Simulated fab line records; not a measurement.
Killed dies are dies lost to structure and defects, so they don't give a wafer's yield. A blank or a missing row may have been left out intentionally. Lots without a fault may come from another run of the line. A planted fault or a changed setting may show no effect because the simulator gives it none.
Chamber matching | flow n5 finfet | N5_BEOL_M11_ETCH_61 on rie diel-06: 4 sister chambers
The step etches SiARC in CF4, target depth 39 nm, time 65 s. 22 wafers are shown with their chamber, then 11 later ones without.

== WAFERS WITH THEIR CHAMBER ==
wafer  | chamber | throttle valve pct (%) | showerhead plenum p Torr (Torr) | oes product au (a.u.)
L075.1 | 2       | 15.39                  | 2.11                            | 0.86
L075.4 | 2       | 15.38                  | 2.11                            | 0.85
L075.5 | 3       | 15.76                  | 2.06                            | 0.65
L078.1 | 0       | 15.07                  | 2.11                            | 0.86
L078.4 | 3       | 15.77                  | 2.06                            | 0.65
L078.6 | 0       | 15.05                  | 2.11                            | 0.86
L080.2 | 0       | 15.06                  | 2.11                            | 0.84
L080.3 | 1       | 15.57                  | 2.06                            | 0.66
L080.6 | 3       | 15.78                  | 2.06                            | 0.66
L081.1 | 0       | 15.05                  | 2.11                            | 0.84
L081.4 | 1       | 15.57                  | 2.06                            | 0.66
L081.5 | 1       | 15.59                  | 2.06                            | 0.65
L083.1 | 3       | 15.77                  | 2.06                            | 0.64
L083.4 | 2       | 15.42                  | 2.10                            | 0.80
L083.6 | 3       | 15.79                  | 2.06                            | 0.64
L087.4 | 0       | 15.10                  | 2.10                            | 0.82
L087.5 | 1       | 15.62                  | 2.06                            | 0.65
L087.6 | 0       | 15.08                  | 2.10                            | 0.81
L088.1 | 1       | 15.61                  | 2.06                            | 0.64
L088.4 | 3       | 15.81                  | 2.05                            | 0.64
L088.6 | 3       | 15.81                  | 2.05                            | 0.64
L090.1 | 0       | 15.10                  | 2.10                            | 0.80

SIGNATURES, as means of the wafers listed above
reading                  | chamber 0 | chamber 1 | chamber 2 | chamber 3 | scatter within a chamber
throttle valve pct       | 15.0729   | 15.5920   | 15.3967   | 15.7843   | 0.0212
showerhead plenum p Torr | 2.1057    | 2.0600    | 2.1067    | 2.0571    | 0.0046
oes product au           | 0.8329    | 0.6520    | 0.8367    | 0.6457    | 0.0183
Rule: distance of a wafer from a chamber = root of the sum over the readings of ((wafer's reading minus chamber's mean) / reading's scatter) squared. The wafer belongs to the nearest chamber; if the next one is less than 2 further off, it can't be placed. How the scatter is found: for the shown wafers, subtract from each reading the mean of its chamber, square and add these, divide the total by (wafers less chambers), then take the root.

== WAFERS WITHOUT THEIR CHAMBER ==
wafer  | throttle valve pct (%) | showerhead plenum p Torr (Torr) | oes product au (a.u.)
L090.5 | 15.80                  | 2.05                            | 0.64
L090.6 | 15.46                  | 2.10                            | 0.78
L092.2 | 15.82                  | 2.05                            | 0.63
L092.4 | 15.61                  | 2.06                            | 0.63
L092.5 | 15.63                  | 2.06                            | 0.64
L093.2 | 15.81                  | 2.05                            | 0.62
L093.3 | 15.10                  | 2.10                            | 0.80
L093.4 | 15.45                  | 2.10                            | 0.77
L097.1 | 15.67                  | 2.05                            | 0.63
L097.2 | 15.15                  | 2.10                            | 0.77
L097.5 | 15.13                  | 2.10                            | 0.77

== CHAMBER TAKEN BY EACH ==
wafer  | from the rows above     | in truth
L090.5 | 3                       | 3
L090.6 | 2                       | 2
L092.2 | 3                       | 3
L092.4 | 1                       | 1
L092.5 | 1                       | 1
L093.2 | 3                       | 3
L093.3 | 0                       | 0
L093.4 | 2                       | 2
L097.1 | can't be placed: 1 or 3 | 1
L097.2 | 0                       | 0
L097.5 | 0                       | 0
Placed correctly: 10 of 11. From these rows, 1 cannot be placed; in 1 the true chamber is one of the candidates. 0 placed wrongly.
